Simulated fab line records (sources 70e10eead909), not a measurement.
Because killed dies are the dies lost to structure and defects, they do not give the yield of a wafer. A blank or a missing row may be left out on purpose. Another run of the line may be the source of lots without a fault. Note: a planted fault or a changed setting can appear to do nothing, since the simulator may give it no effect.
The same fault as seen by 3 desks ; flow nand harc ; numbers are kept per desk, each desk with only its own; the story behind them comes last

## FOR THE TOOL OWNER'S DESK: pecvd-01
The tool's own readings at NHARC_THIN_TSV_DEP_43 (deposits SiO2, target thk 1328.5 nm): means of the sampled wafers that have a number, for each lot that ran on this tool. Any lot whose mean is over 4 standard deviations away from the usual mean is out of limits and marked OUT; that distance is given in the brackets.
Columns: A = chamber pressure Torr at NHARC_THIN_TSV_DEP_43, usual 6.501 Torr; B = throttle valve pct at NHARC_THIN_TSV_DEP_43, usual 16.1 %
lot;first seen here;A;B
L537;day 21 07:53;6.498;15.8
L546;day 25 02:55;6.494;16.0
This desk's verdict: no lot among the 2 shows anything out of limits.

## AT THE METROLOGY DESK
Means of the sampled wafers that have a number, per lot and without regard to the tool the lot ran on: this is what the gauges read. Any lot whose mean is over 4 standard deviations away from the usual mean is out of limits and marked OUT; that distance is given in the brackets.
Columns: A = thk nm at NHARC_A_BONDPAD_THK_MEAS_20, usual 169.5 nm
lot;first seen here;A
L524;day 18 01:46;168.1
L526;day 18 03:41;171.0
L525;day 18 04:08;169.9
L527;day 18 06:55;169.7
L530;day 19 05:21;169.4
L537;day 20 16:28;169.1
L541;day 21 23:46;168.3
L540;day 22 04:13;170.0
L542;day 22 16:10;168.8
L547;day 23 14:29;167.4
L546;day 24 14:58;170.9
This desk's verdict: no lot among the 11 shows anything out of limits.

## THE DEFECT DESK
What the inspections along the route counted, lot by lot: means of the sampled wafers that have a number. Any lot whose mean is over 4 standard deviations away from the usual mean is out of limits and marked OUT; that distance is given in the brackets.
Columns: A = raw defect count at NHARC_A_BONDPAD_INSPECT_23, usual 458
lot;first seen here;A
L524;day 18 02:00;412
L526;day 18 03:55;499
L525;day 18 04:23;512
L527;day 18 07:08;391
L530;day 19 05:35;452
L537;day 20 16:40;440
L541;day 21 23:59;580
L540;day 22 04:25;564
L542;day 22 16:22;480
L547;day 23 14:41;343
L546;day 24 15:11;370
This desk's verdict: no lot among the 11 shows anything out of limits.

## TAKEN TOGETHER
Nothing out of limits was seen by the tool owner's desk.
From the metrology desk's view, nothing was out of limits.
Nothing out of limits was seen by the defect desk.

## WHAT THE SIMULATOR HAD PUT IN
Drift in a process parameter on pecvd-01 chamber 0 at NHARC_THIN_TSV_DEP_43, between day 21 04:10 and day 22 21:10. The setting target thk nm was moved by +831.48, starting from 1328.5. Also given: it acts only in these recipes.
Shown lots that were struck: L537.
